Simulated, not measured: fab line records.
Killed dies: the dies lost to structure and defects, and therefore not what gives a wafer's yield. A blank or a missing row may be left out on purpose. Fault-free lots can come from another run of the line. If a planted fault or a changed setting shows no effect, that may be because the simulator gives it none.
Which tool was responsible? :: flow nand_harc :: 6 lots, 18 wafers sampled, at 3 steps of a route of 1302

WHAT THE GAUGES SHOWED, per wafer
NHARC_HYBRID_BOND_OVL_MEAS_05.
lot: L895
measured: day 24 16:44
on: overlay-02
overlay_x_nm (nm): -49 -46 25

lot: L899
measured: day 26 18:58
on: overlay-02
overlay_x_nm (nm): 96 -2 -16

lot: L901
measured: day 26 23:19
on: overlay-02
overlay_x_nm (nm): -37 55 2

lot: L905
measured: day 28 20:00
on: overlay-02
overlay_x_nm (nm): -27 5 15

lot: L908
measured: day 29 19:12
on: overlay-02
overlay_x_nm (nm): 9 48 28

lot: L914
measured: day 33 13:02
on: overlay-01
overlay_x_nm (nm): -5 -15 41

WHICH TOOL RAN EACH LOT (tool, then ch and the chambers of the sampled wafers, then the start)
lot: L895
NHARC_P_M1_ETCH_28: rie_diel-03 ch 1,3, day 7 02:19
NHARC_HYBRID_BOND_ACTIVATE_00: rie_diel-03 ch 0,1, day 24 07:13

lot: L899
NHARC_P_M1_ETCH_28: rie_diel-12 ch 1,2,3, day 9 02:27
NHARC_HYBRID_BOND_ACTIVATE_00: rie_diel-03 ch 0,1,2, day 26 09:57

lot: L901
NHARC_P_M1_ETCH_28: rie_diel-07 ch 0,3, day 9 12:57
NHARC_HYBRID_BOND_ACTIVATE_00: rie_diel-07 ch 0,1, day 26 13:32

lot: L905
NHARC_P_M1_ETCH_28: rie_diel-12 ch 2,3, day 11 05:39
NHARC_HYBRID_BOND_ACTIVATE_00: rie_diel-03 ch 0,2,3, day 28 07:27

lot: L908
NHARC_P_M1_ETCH_28: rie_diel-07 ch 0,1,2, day 12 07:11
NHARC_HYBRID_BOND_ACTIVATE_00: rie_diel-10 ch 1,2,3, day 29 09:06

lot: L914
NHARC_P_M1_ETCH_28: rie_diel-03 ch 0,1,3, day 15 05:08
NHARC_HYBRID_BOND_ACTIVATE_00: rie_diel-03 ch 0,1,3, day 33 01:01
- NHARC_P_M1_ETCH_28: etches the open film in CF4/N2, target depth 30 nm, time 72.99 s.
- NHARC_HYBRID_BOND_ACTIVATE_00: chemistry N2, time 60 s.

THE ANSWER, worked out from the rows above alone
Rule: usual is defined by the lots themselves. Put in order of their means at a reading, lots are off if they are a third of the lots or fewer, leave a main group of 4 or more, and stand apart from it by a gap of 3 or more times the standard deviation of the main group's means; of several such gaps the widest counts. If all means in a main group match to the digits the tables above print for the reading, that group is not used. Also off: a lot with no number at a reading for which 4 or more lots have one. Any other lot the step has rows for is counted as sound.
No lot is off at any reading shown: from this, nothing can be told.

WHAT THE SIMULATOR HAD INSERTED
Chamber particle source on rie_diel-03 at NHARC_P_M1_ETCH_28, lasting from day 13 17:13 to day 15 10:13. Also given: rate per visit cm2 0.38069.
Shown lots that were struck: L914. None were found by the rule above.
